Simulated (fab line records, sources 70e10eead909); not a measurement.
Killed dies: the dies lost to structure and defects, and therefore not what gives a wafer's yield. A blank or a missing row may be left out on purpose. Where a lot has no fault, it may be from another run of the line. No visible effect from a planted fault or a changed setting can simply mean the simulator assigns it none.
fab line records :: flow nandHarc
record:
  lots: 13
  wafers: 39
  lastDay: 34
route steps=1302 shown A_CONTACT@1043 THIN_TSV@1269 END@1302
lots untouched by any fault: they come from a run of this same line in which no faults occurred
startH: hours from the record's first day to the start of the lot's first wafer shown :: waitH: time in hours since the lot's previous step :: " identical to the entry in the row above :: L1.1+2: one row covering several wafers at once :: - value missing, or start not given :: * or withheld: withheld :: < > ~ a bound
route shown NAME@n: NAME is a module with steps in the file, n the number in the route of the first one :: usual: average and standard deviation across the fault-free wafers :: same: alike in all rows :: chamber/n: place in a boat :: sites: readings site by site :: _std_site: standard deviation of those values :: _edge_site: inner sites' mean taken away from outer sites' mean :: radiusMm: for every site, how far away it sits from the centre of the wafer :: mask NAME#n: copy n :: behind: the tool/chamber that last shaped the wafer :: hold: the reason the lot was held/the length of the hold in hours/how it ended :: device: transistor that didn't switch, given as n, p or np :: end of line: the tests these same wafers got at the end of their route :: a step without rows: its recipe alone :: killed: dies lost to structure and defects at the first sort, not the wafer's yield :: map: a wafer's dies, x killed, . not, _ none there
set.NAME: the setting the step ran with; set.NAME@STEP: the setting that earlier step ran with :: model.NAME: the simulator's own value behind a step, which no gauge read
the route's steps for a sample of lots (tables are steps, rows are wafers)
services: when a tool's chamber went out of use (startH, in hours from the record's first day, below 0 if earlier), for how many hours, and the reason
== steps ==
step: NHARC_A_CONTACT_ETCH_75
recipe:
  targetDepthA: 390
  overEtchFrac: 0.3
  timeS: 65
  ionEnergyEv: 80
  cf4FlowSccm: 150
  arFlowSccm: 0
  rfW: 300
  biasW: 100
  chemistry: CF4
usual:
  chamberPressureMTorr: 50.00/0.044
  drypumpMotorCurrentA: 5.7/0.41
  oesProductAu: 0.999/0.013
  rfVppV: 151.1/1.3
  showerheadPlenumPTorr: 1.76/0.087
  throttleValvePct: 13.283/0.0096
lot.wafer: L640.2
tool: rieDiel-02
chamber: 3
startH: 510.82
waitH: 0.1
chamberPressureMTorr: 50.02
drypumpMotorCurrentA: 6.1
oesProductAu: 1.009
rfHoursCounterH: 13
rfVppV: 153.0
showerheadPlenumPTorr: 1.90
throttleValvePct: 13.284

lot.wafer: L640.3
tool: rieDiel-02
chamber: 1
startH: 510.82
waitH: 0.1
chamberPressureMTorr: 50.01
drypumpMotorCurrentA: 5.3
oesProductAu: 1.000
rfHoursCounterH: 16
rfVppV: 149.9
showerheadPlenumPTorr: 1.66
throttleValvePct: 13.284

lot.wafer: L640.6
tool: rieDiel-02
chamber: 3
startH: 510.82
waitH: 0.1
chamberPressureMTorr: 49.98
drypumpMotorCurrentA: 6.0
oesProductAu: 0.998
rfHoursCounterH: -
rfVppV: 152.9
showerheadPlenumPTorr: 1.90
throttleValvePct: 13.269

lot.wafer: L641.3
tool: rieDiel-02
chamber: 3
startH: 523.94
waitH: 0.1
chamberPressureMTorr: 50.02
drypumpMotorCurrentA: 6.1
oesProductAu: 1.002
rfHoursCounterH: 16
rfVppV: 152.1
showerheadPlenumPTorr: 1.90
throttleValvePct: 13.285

lot.wafer: L641.2
tool: rieDiel-02
chamber: 0
startH: 523.94
waitH: 0.1
chamberPressureMTorr: 49.99
drypumpMotorCurrentA: 5.2
oesProductAu: 0.990
rfHoursCounterH: 17
rfVppV: 149.2
showerheadPlenumPTorr: 1.75
throttleValvePct: 13.270

lot.wafer: L641.1
tool: rieDiel-02
chamber: 1
startH: 523.94
waitH: 0.1
chamberPressureMTorr: 50.05
drypumpMotorCurrentA: 5.3
oesProductAu: 0.985
rfHoursCounterH: 19
rfVppV: 148.7
showerheadPlenumPTorr: 1.66
throttleValvePct: 13.267

lot.wafer: L643.2
tool: rieDiel-02
chamber: 3
startH: 529.99
waitH: 0.1
chamberPressureMTorr: 49.96
drypumpMotorCurrentA: 6.1
oesProductAu: 0.998
rfHoursCounterH: 18
rfVppV: 154.8
showerheadPlenumPTorr: 1.90
throttleValvePct: 13.304

lot.wafer: L643.4
tool: rieDiel-02
chamber: 1
startH: 529.99
waitH: 0.1
chamberPressureMTorr: 50.03
drypumpMotorCurrentA: 5.3
oesProductAu: 0.999
rfHoursCounterH: -
rfVppV: 150.0
showerheadPlenumPTorr: 1.66
throttleValvePct: 13.292

lot.wafer: L643.6
tool: rieDiel-02
chamber: 3
startH: 529.99
waitH: 0.1
chamberPressureMTorr: 50.01
drypumpMotorCurrentA: 6.1
oesProductAu: 0.996
rfHoursCounterH: -
rfVppV: 152.6
showerheadPlenumPTorr: 1.90
throttleValvePct: 13.294

lot.wafer: L642.1
tool: rieDiel-02
chamber: 1
startH: 533.07
waitH: 0.1
chamberPressureMTorr: 49.99
drypumpMotorCurrentA: 5.3
oesProductAu: 0.998
rfHoursCounterH: 21
rfVppV: 151.5
showerheadPlenumPTorr: 1.66
throttleValvePct: 13.287

lot.wafer: L642.5
tool: rieDiel-02
chamber: 1
startH: 533.07
waitH: 0.1
chamberPressureMTorr: 50.02
drypumpMotorCurrentA: 5.3
oesProductAu: 0.996
rfHoursCounterH: -
rfVppV: 147.7
showerheadPlenumPTorr: 1.66
throttleValvePct: 13.299

lot.wafer: L642.4
tool: rieDiel-02
chamber: 3
startH: 533.07
waitH: 0.1
chamberPressureMTorr: 49.96
drypumpMotorCurrentA: 6.1
oesProductAu: 1.014
rfHoursCounterH: -
rfVppV: 153.1
showerheadPlenumPTorr: 1.90
throttleValvePct: 13.284

lot.wafer: L644.4
tool: rieDiel-02
chamber: 2
startH: 547.97
waitH: 0.1
chamberPressureMTorr: 49.92
drypumpMotorCurrentA: 5.8
oesProductAu: 1.009
rfHoursCounterH: 25
rfVppV: 151.5
showerheadPlenumPTorr: 1.72
throttleValvePct: 13.276

lot.wafer: L644.2
tool: rieDiel-02
chamber: 3
startH: 547.97
waitH: 0.1
chamberPressureMTorr: 49.96
drypumpMotorCurrentA: 6.0
oesProductAu: 0.992
rfHoursCounterH: 23
rfVppV: 153.0
showerheadPlenumPTorr: 1.90
throttleValvePct: 13.286

lot.wafer: L644.1
tool: rieDiel-02
chamber: 0
startH: 547.97
waitH: 0.1
chamberPressureMTorr: 49.96
drypumpMotorCurrentA: 5.2
oesProductAu: 0.996
rfHoursCounterH: 19
rfVppV: 151.1
showerheadPlenumPTorr: 1.75
throttleValvePct: 13.281

lot.wafer: L647.4
tool: rieDiel-09
chamber: 0
startH: 580.29
waitH: 0.1
chamberPressureMTorr: 49.94
drypumpMotorCurrentA: 6.0
oesProductAu: 1.008
rfHoursCounterH: 29
rfVppV: 151.0
showerheadPlenumPTorr: 1.67
throttleValvePct: 13.270

lot.wafer: L647.5
tool: rieDiel-09
chamber: 0
startH: 580.29
waitH: 0.1
chamberPressureMTorr: 50.06
drypumpMotorCurrentA: 6.0
oesProductAu: 1.019
rfHoursCounterH: -
rfVppV: 150.6
showerheadPlenumPTorr: 1.67
throttleValvePct: 13.272

lot.wafer: L647.6
tool: rieDiel-09
chamber: 1
startH: 580.29
waitH: 0.1
chamberPressureMTorr: 50.06
drypumpMotorCurrentA: 6.2
oesProductAu: 0.989
rfHoursCounterH: -
rfVppV: 152.7
showerheadPlenumPTorr: 1.85
throttleValvePct: 13.274

lot.wafer: L648.3
tool: rieDiel-02
chamber: 2
startH: 593.15
waitH: 0.1
chamberPressureMTorr: 50.07
drypumpMotorCurrentA: 5.8
oesProductAu: 1.006
rfHoursCounterH: 3
rfVppV: 150.7
showerheadPlenumPTorr: 1.72
throttleValvePct: 13.282

lot.wafer: L648.6
tool: rieDiel-02
chamber: 0
startH: 593.15
waitH: 0.1
chamberPressureMTorr: 49.97
drypumpMotorCurrentA: 5.2
oesProductAu: 0.988
rfHoursCounterH: -
rfVppV: 151.1
showerheadPlenumPTorr: 1.75
throttleValvePct: 13.279

lot.wafer: L648.5
tool: rieDiel-02
chamber: 1
startH: 593.15
waitH: 0.1
chamberPressureMTorr: 49.96
drypumpMotorCurrentA: 5.3
oesProductAu: 0.983
rfHoursCounterH: -
rfVppV: 149.9
showerheadPlenumPTorr: 1.66
throttleValvePct: 13.281

lot.wafer: L649.2
tool: rieDiel-09
chamber: 3
startH: 602.09
waitH: 0.1
chamberPressureMTorr: 50.01
drypumpMotorCurrentA: 5.8
oesProductAu: 0.980
rfHoursCounterH: 36
rfVppV: 151.1
showerheadPlenumPTorr: 1.76
throttleValvePct: 13.284

lot.wafer: L649.5
tool: rieDiel-09
chamber: 0
startH: 602.09
waitH: 0.1
chamberPressureMTorr: 49.92
drypumpMotorCurrentA: 6.0
oesProductAu: 1.017
rfHoursCounterH: -
rfVppV: 150.7
showerheadPlenumPTorr: 1.67
throttleValvePct: 13.302

lot.wafer: L649.6
tool: rieDiel-09
chamber: 1
startH: 602.09
waitH: 0.1
chamberPressureMTorr: 50.06
drypumpMotorCurrentA: 6.2
oesProductAu: 1.002
rfHoursCounterH: -
rfVppV: 151.3
showerheadPlenumPTorr: 1.85
throttleValvePct: 13.292

lot.wafer: L651.1
tool: rieDiel-02
chamber: 0
startH: 624.48
waitH: 0.1
chamberPressureMTorr: 49.88
drypumpMotorCurrentA: 5.2
oesProductAu: 0.987
rfHoursCounterH: 8
rfVppV: 150.6
showerheadPlenumPTorr: 1.75
throttleValvePct: 13.286

lot.wafer: L651.3
tool: rieDiel-02
chamber: 1
startH: 624.48
waitH: 0.1
chamberPressureMTorr: 50.03
drypumpMotorCurrentA: 5.3
oesProductAu: 0.997
rfHoursCounterH: 10
rfVppV: 150.4
showerheadPlenumPTorr: 1.66
throttleValvePct: 13.275

lot.wafer: L651.6
tool: rieDiel-02
chamber: 3
startH: 624.48
waitH: 0.1
chamberPressureMTorr: 50.01
drypumpMotorCurrentA: 6.1
oesProductAu: 0.994
rfHoursCounterH: -
rfVppV: 152.2
showerheadPlenumPTorr: 1.90
throttleValvePct: 13.260

lot.wafer: L653.4
tool: rieDiel-02
chamber: 2
startH: 647.62
waitH: 0.1
chamberPressureMTorr: 50.03
drypumpMotorCurrentA: 5.8
oesProductAu: 1.024
rfHoursCounterH: 12
rfVppV: 151.5
showerheadPlenumPTorr: 1.72
throttleValvePct: 13.275

lot.wafer: L653.1
tool: rieDiel-02
chamber: 3
startH: 647.62
waitH: 0.1
chamberPressureMTorr: 50.13
drypumpMotorCurrentA: 6.1
oesProductAu: 0.992
rfHoursCounterH: 10
rfVppV: 152.1
showerheadPlenumPTorr: 1.90
throttleValvePct: 13.287

lot.wafer: L653.3
tool: rieDiel-02
chamber: 0
startH: 647.62
waitH: 0.1
chamberPressureMTorr: 49.95
drypumpMotorCurrentA: 5.2
oesProductAu: 0.996
rfHoursCounterH: 12
rfVppV: 150.9
showerheadPlenumPTorr: 1.75
throttleValvePct: 13.267

lot.wafer: L656.2
tool: rieDiel-02
chamber: 1
startH: 676.93
waitH: 0.1
chamberPressureMTorr: 50.04
drypumpMotorCurrentA: 5.3
oesProductAu: 0.989
rfHoursCounterH: 21
rfVppV: 150.5
showerheadPlenumPTorr: 1.65
throttleValvePct: 13.284

lot.wafer: L656.4
tool: rieDiel-02
chamber: 2
startH: 676.93
waitH: 0.1
chamberPressureMTorr: 50.00
drypumpMotorCurrentA: 5.8
oesProductAu: 1.002
rfHoursCounterH: 20
rfVppV: 151.2
showerheadPlenumPTorr: 1.72
throttleValvePct: 13.277

lot.wafer: L656.5
tool: rieDiel-02
chamber: 0
startH: 676.93
waitH: 0.1
chamberPressureMTorr: 49.92
drypumpMotorCurrentA: 5.2
oesProductAu: 0.982
rfHoursCounterH: -
rfVppV: 150.2
showerheadPlenumPTorr: 1.75
throttleValvePct: 13.279

lot.wafer: L658.3
tool: rieDiel-09
chamber: 1
startH: 694.85
waitH: 0.1
chamberPressureMTorr: 49.93
drypumpMotorCurrentA: 6.2
oesProductAu: 1.033
rfHoursCounterH: 2
rfVppV: 151.9
showerheadPlenumPTorr: 1.84
throttleValvePct: 13.276

lot.wafer: L658.4
tool: rieDiel-09
chamber: 3
startH: 694.85
waitH: 0.1
chamberPressureMTorr: 50.02
drypumpMotorCurrentA: 5.8
oesProductAu: 1.012
rfHoursCounterH: 3
rfVppV: 151.2
showerheadPlenumPTorr: 1.76
throttleValvePct: 13.277

lot.wafer: L658.5
tool: rieDiel-09
chamber: 1
startH: 694.85
waitH: 0.1
chamberPressureMTorr: 49.97
drypumpMotorCurrentA: 6.2
oesProductAu: 1.025
rfHoursCounterH: -
rfVppV: 151.4
showerheadPlenumPTorr: 1.84
throttleValvePct: 13.277

lot.wafer: L662.2
tool: rieDiel-02
chamber: 0
startH: 743.57
waitH: 0.1
chamberPressureMTorr: 49.96
drypumpMotorCurrentA: 5.2
oesProductAu: 0.989
rfHoursCounterH: 27
rfVppV: 148.9
showerheadPlenumPTorr: 1.74
throttleValvePct: 13.286

lot.wafer: L662.4
tool: rieDiel-02
chamber: 1
startH: 743.57
waitH: 0.1
chamberPressureMTorr: 50.05
drypumpMotorCurrentA: 5.3
oesProductAu: 0.991
rfHoursCounterH: 30
rfVppV: 149.5
showerheadPlenumPTorr: 1.65
throttleValvePct: 13.285

lot.wafer: L662.6
tool: rieDiel-02
chamber: 2
startH: 743.57
waitH: 0.1
chamberPressureMTorr: 49.99
drypumpMotorCurrentA: 5.8
oesProductAu: 1.018
rfHoursCounterH: -
rfVppV: 149.4
showerheadPlenumPTorr: 1.71
throttleValvePct: 13.299
step: NHARC_THIN_TSV_STRIP_62
recipe:
  powerW: 1500
  tempC: 250
  timeS: 20
  chemistry: N2/H2
usual:
  drypumpMotorCurrentA: 5.7/0.37
  heaterPowerW: 327/40
lot.wafer: L640.2
tool: plasmaAsher-01
chamber: 0
startH: 555.12
waitH: -
drypumpMotorCurrentA: 5.3
heaterPowerW: 400
rfHoursCounterH: 6

lot.wafer: L640.3
tool: plasmaAsher-01
chamber: 0
startH: 555.12
waitH: -
drypumpMotorCurrentA: 5.3
heaterPowerW: 410
rfHoursCounterH: -

lot.wafer: L640.6
tool: plasmaAsher-01
chamber: 0
startH: 555.12
waitH: -
drypumpMotorCurrentA: 5.3
heaterPowerW: 396
rfHoursCounterH: -

lot.wafer: L641.2
tool: plasmaAsher-02
chamber: 0
startH: 571.90
waitH: -
drypumpMotorCurrentA: 6.0
heaterPowerW: 323
rfHoursCounterH: 28

lot.wafer: L641.1
tool: plasmaAsher-02
chamber: 1
startH: 571.90
waitH: -
drypumpMotorCurrentA: 5.3
heaterPowerW: 290
rfHoursCounterH: 28

lot.wafer: L641.3
tool: plasmaAsher-02
chamber: 1
startH: 571.90
waitH: -
drypumpMotorCurrentA: 5.3
heaterPowerW: 286
rfHoursCounterH: -

lot.wafer: L642.1
tool: plasmaAsher-02
chamber: 0
startH: 577.66
waitH: -
drypumpMotorCurrentA: 6.0
heaterPowerW: 315
rfHoursCounterH: 31

lot.wafer: L642.4
tool: plasmaAsher-02
chamber: 0
startH: 577.66
waitH: -
drypumpMotorCurrentA: 6.0
heaterPowerW: 321
rfHoursCounterH: -

lot.wafer: L642.5
tool: plasmaAsher-02
chamber: 1
startH: 577.66
waitH: -
drypumpMotorCurrentA: 5.3
heaterPowerW: 289
rfHoursCounterH: -

lot.wafer: L643.2
tool: plasmaAsher-02
chamber: 1
startH: 579.41
waitH: -
drypumpMotorCurrentA: 5.3
heaterPowerW: 286
rfHoursCounterH: 32

lot.wafer: L643.4
tool: plasmaAsher-02
chamber: 0
startH: 579.41
waitH: -
drypumpMotorCurrentA: 6.0
heaterPowerW: 324
rfHoursCounterH: -

lot.wafer: L643.6
tool: plasmaAsher-02
chamber: 1
startH: 579.41
waitH: -
drypumpMotorCurrentA: 5.3
heaterPowerW: 285
rfHoursCounterH: -

lot.wafer: L644.2
tool: plasmaAsher-02
chamber: 0
startH: 593.65
waitH: -
drypumpMotorCurrentA: 5.9
heaterPowerW: 309
rfHoursCounterH: 38

lot.wafer: L644.1
tool: plasmaAsher-02
chamber: 1
startH: 593.65
waitH: -
drypumpMotorCurrentA: 5.3
heaterPowerW: 286
rfHoursCounterH: 38

lot.wafer: L644.4
tool: plasmaAsher-02
chamber: 0
startH: 593.65
waitH: -
drypumpMotorCurrentA: 6.0
heaterPowerW: 321
rfHoursCounterH: -

lot.wafer: L647.4
tool: plasmaAsher-02
chamber: 1
startH: 625.59
waitH: -
drypumpMotorCurrentA: 5.3
heaterPowerW: 280
rfHoursCounterH: -

lot.wafer: L647.5
tool: plasmaAsher-02
chamber: 1
startH: 625.59
waitH: -
drypumpMotorCurrentA: 5.3
heaterPowerW: 280
rfHoursCounterH: -

lot.wafer: L647.6
tool: plasmaAsher-02
chamber: 0
startH: 625.59
waitH: -
drypumpMotorCurrentA: 6.0
heaterPowerW: 327
rfHoursCounterH: -

lot.wafer: L648.3
tool: plasmaAsher-02
chamber: 0
startH: 639.60
waitH: -
drypumpMotorCurrentA: 5.9
heaterPowerW: 328
rfHoursCounterH: -

lot.wafer: L648.6
tool: plasmaAsher-02
chamber: 1
startH: 639.60
waitH: -
drypumpMotorCurrentA: 5.3
heaterPowerW: 277
rfHoursCounterH: -

lot.wafer: L648.5
tool: plasmaAsher-02
chamber: 0
startH: 639.60
waitH: -
drypumpMotorCurrentA: 6.0
heaterPowerW: 332
rfHoursCounterH: -

lot.wafer: L649.2
tool: plasmaAsher-02
chamber: 0
startH: 647.25
waitH: -
drypumpMotorCurrentA: 6.0
heaterPowerW: 326
rfHoursCounterH: 9

lot.wafer: L649.6
tool: plasmaAsher-02
chamber: 0
startH: 647.25
waitH: -
drypumpMotorCurrentA: 6.0
heaterPowerW: 325
rfHoursCounterH: -

lot.wafer: L649.5
tool: plasmaAsher-02
chamber: 1
startH: 647.25
waitH: -
drypumpMotorCurrentA: 5.2
heaterPowerW: 276
rfHoursCounterH: -

lot.wafer: L651.1
tool: plasmaAsher-02
chamber: 1
startH: 671.64
waitH: -
drypumpMotorCurrentA: 5.3
heaterPowerW: 275
rfHoursCounterH: 13

lot.wafer: L651.3
tool: plasmaAsher-02
chamber: 0
startH: 671.64
waitH: -
drypumpMotorCurrentA: 6.0
heaterPowerW: 323
rfHoursCounterH: -

lot.wafer: L651.6
tool: plasmaAsher-02
chamber: 1
startH: 671.64
waitH: -
drypumpMotorCurrentA: 5.3
heaterPowerW: 278
rfHoursCounterH: -

lot.wafer: L653.1
tool: plasmaAsher-01
chamber: 1
startH: 693.34
waitH: -
drypumpMotorCurrentA: 6.1
heaterPowerW: 352
rfHoursCounterH: 30

lot.wafer: L653.4
tool: plasmaAsher-01
chamber: 0
startH: 693.34
waitH: -
drypumpMotorCurrentA: 5.3
heaterPowerW: 401
rfHoursCounterH: -

lot.wafer: L653.3
tool: plasmaAsher-01
chamber: 1
startH: 693.34
waitH: -
drypumpMotorCurrentA: 6.1
heaterPowerW: 358
rfHoursCounterH: -

lot.wafer: L656.2
tool: plasmaAsher-01
chamber: 1
startH: 721.62
waitH: -
drypumpMotorCurrentA: 6.1
heaterPowerW: 333
rfHoursCounterH: 3

lot.wafer: L656.4
tool: plasmaAsher-01
chamber: 1
startH: 721.62
waitH: -
drypumpMotorCurrentA: 6.1
heaterPowerW: 333
rfHoursCounterH: -

lot.wafer: L656.5
tool: plasmaAsher-01
chamber: 1
startH: 721.62
waitH: -
drypumpMotorCurrentA: 6.1
heaterPowerW: 335
rfHoursCounterH: -

lot.wafer: L658.3
tool: plasmaAsher-02
chamber: 0
startH: 749.58
waitH: -
drypumpMotorCurrentA: 6.0
heaterPowerW: 320
rfHoursCounterH: -

lot.wafer: L658.4
tool: plasmaAsher-02
chamber: 1
startH: 749.58
waitH: -
drypumpMotorCurrentA: 5.3
heaterPowerW: 277
rfHoursCounterH: -

lot.wafer: L658.5
tool: plasmaAsher-02
chamber: 1
startH: 749.58
waitH: -
drypumpMotorCurrentA: 5.2
heaterPowerW: 274
rfHoursCounterH: -

lot.wafer: L662.2
tool: plasmaAsher-01
chamber: 0
startH: 790.15
waitH: -
drypumpMotorCurrentA: 5.3
heaterPowerW: 378
rfHoursCounterH: 18

lot.wafer: L662.4
tool: plasmaAsher-01
chamber: 0
startH: 790.15
waitH: -
drypumpMotorCurrentA: 5.3
heaterPowerW: 366
rfHoursCounterH: -

lot.wafer: L662.6
tool: plasmaAsher-01
chamber: 1
startH: 790.15
waitH: -
drypumpMotorCurrentA: 6.1
heaterPowerW: 324
rfHoursCounterH: -
step: NHARC_END_SORT_01
recipe:
  tempC: 25
usual:
  killedAtArray: 59/16
  killedAtOther: 0.7/1.1
  killedAtPeriphery: 4/3
  killedDies: 64/16
  killedOpen: 3.4/1.8
  killedShort: 2.6/1.7
same:
  grossDies: 677
lot.wafer: L651.1
tool: prober-02
chamber: 0
startH: 684.00
waitH: 2.5
killedAtArray: 49
killedAtOther: 0
killedAtPeriphery: 2
killedDies: 51
killedOpen: 5
killedShort: 3

lot.wafer: L656.2
tool: prober-02
chamber: 0
startH: 734.79
waitH: 2.8
killedAtArray: 151
killedAtOther: 0
killedAtPeriphery: 2
killedDies: 153
killedOpen: 2
killedShort: 1

lot.wafer: L656.4
tool: prober-02
chamber: 0
startH: 736.35
waitH: 3.3
killedAtArray: 98
killedAtOther: 0
killedAtPeriphery: 2
killedDies: 100
killedOpen: 7
killedShort: 1

lot.wafer: L656.5
tool: prober-02
chamber: 0
startH: 737.13
waitH: 3.6
killedAtArray: 89
killedAtOther: 0
killedAtPeriphery: 2
killedDies: 91
killedOpen: 1
killedShort: 1
killed by level:class
L651.1 A_CHANNEL_HOLE_D1:chamberFilmFlake=37 A_SOURCE_PLATE:geometricParticle:open=2 P_GATE:geometricParticle:short=1 A_CHANNEL_FILL_D1:geometricParticle:short=1 A_SGD_CUT:geometricParticle:short=1 A_SGD_CUT:geometricParticle:open=1 A_M0:geometricParticle:open=1 A_M1:geometricParticle:open=1
L656.2 A_CONTACT:unspecified=58 A_CHANNEL_HOLE_D1:chamberFilmFlake=42 A_SLIT:chamberFilmFlake=22 A_CHANNEL_HOLE_D2:chamberFilmFlake=21 A_WL_FILL:chamberFilmFlake=4 P_CONTACT:geometricParticle:open=1 A_SGD_CUT:geometricParticle:short=1 A_BLC:geometricParticle:open=1
L656.4 A_CHANNEL_HOLE_D1:chamberFilmFlake=38 A_SLIT:chamberFilmFlake=33 A_CHANNEL_HOLE_D2:chamberFilmFlake=12 A_WL_FILL:chamberFilmFlake=3 A_ONON_D1:geometricParticle:open=2 A_STAIRCASE:chamberFilmFlake=2 P_M0:geometricParticle:open=1 A_SOURCE_PLATE:geometricParticle:open=1
L656.5 A_CHANNEL_HOLE_D1:chamberFilmFlake=35 A_SLIT:chamberFilmFlake=34 A_CHANNEL_HOLE_D2:chamberFilmFlake=13 A_CONTACT:chamberFilmFlake=4 A_WL_FILL:chamberFilmFlake=2 P_GATE:geometricParticle:open=1 A_WL_FILL:geometricParticle:short=1 P_STI:chamberFilmFlake=1
== services ==
tool: plasmaAsher-02
chamber: -
startH: 494.51
hours: 6.6
kind: repair

tool: rieDiel-09
chamber: -
startH: 497.12
hours: 9.0
kind: pm

tool: rieDiel-02
chamber: 0
startH: 501.25
hours: -
kind: clean

tool: rieDiel-02
chamber: 3
startH: 501.59
hours: 3.2
kind: repair

tool: rieDiel-02
chamber: 0
startH: 517.66
hours: 3.6
kind: repair

tool: plasmaAsher-01
chamber: -
startH: 519.19
hours: 9.0
kind: pm

tool: plasmaAsher-01
chamber: -
startH: 538.97
hours: 2.6
kind: repair

tool: rieDiel-09
chamber: 3
startH: 542.58
hours: 2.1
kind: repair

tool: rieDiel-02
chamber: -
startH: 571.37
hours: 9.0
kind: pm

tool: plasmaAsher-01
chamber: -
startH: 572.59
hours: 17.6
kind: repair

tool: plasmaAsher-02
chamber: -
startH: 603.24
hours: 9.0
kind: pm

tool: rieDiel-02
chamber: 0
startH: 649.90
hours: 1.2
kind: repair

tool: rieDiel-09
chamber: -
startH: 674.58
hours: 9.0
kind: pm

tool: rieDiel-09
chamber: 1
startH: 695.15
hours: 10.3
kind: repair

tool: plasmaAsher-01
chamber: -
startH: 696.19
hours: 9.0
kind: pm

tool: rieDiel-09
chamber: 1
startH: 709.40
hours: 5.7
kind: repair

tool: plasmaAsher-01
chamber: -
startH: 709.52
hours: 1.9
kind: repair

tool: rieDiel-02
chamber: -
startH: 748.39
hours: 9.0
kind: pm

tool: plasmaAsher-02
chamber: -
startH: 752.80
hours: 1.0
kind: repair

tool: rieDiel-02
chamber: 3
startH: 760.59
hours: 2.8
kind: repair

tool: plasmaAsher-01
chamber: -
startH: 761.68
hours: 9.0
kind: repair

tool: plasmaAsher-02
chamber: -
startH: 780.24
hours: 9.0
kind: pm

tool: rieDiel-09
chamber: 2
startH: 782.26
hours: 6.7
kind: repair

tool: rieDiel-09
chamber: 2
startH: 790.09
hours: 2.6
kind: repair
== key ==
firstSign:
  step: NHARC_END_SORT_01
  reading: killedAtArray
  direction: up
  sigmas: 5.6
  usual: 59
  struck: 151
effect:
  step: NHARC_END_SORT_01
  reading: killedDies
  direction: up
  sigmas: 5.4
  usual: 64
  struck: 153
moreKillsBornAt:
  NHARC_A_CONTACT_ETCH_75@rieDiel-02: 58
metAt NHARC_A_CONTACT_ETCH_75
struckLots L656
struckWafers L656.2
testerLeftOut L656
notActingAt NHARC_THIN_TSV_STRIP_62
onsetBetween 624.48 676.93
fault:
  kind: chamberParticleSource
  tool: rieDiel-02
  chamber: 1
  onsetH: 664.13
  steps: NHARC_A_CONTACT_ETCH_75
  ratePerVisitCm2: 0.48279
  endH: 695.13
testerLeftOut: of these lots the tester's yield and bins aren't shown, on N5 and GAA mostly nor the transistor test; their killed dies are dies lost to structure and defects alone, not to doping, threshold or leakage, so they don't give the yield
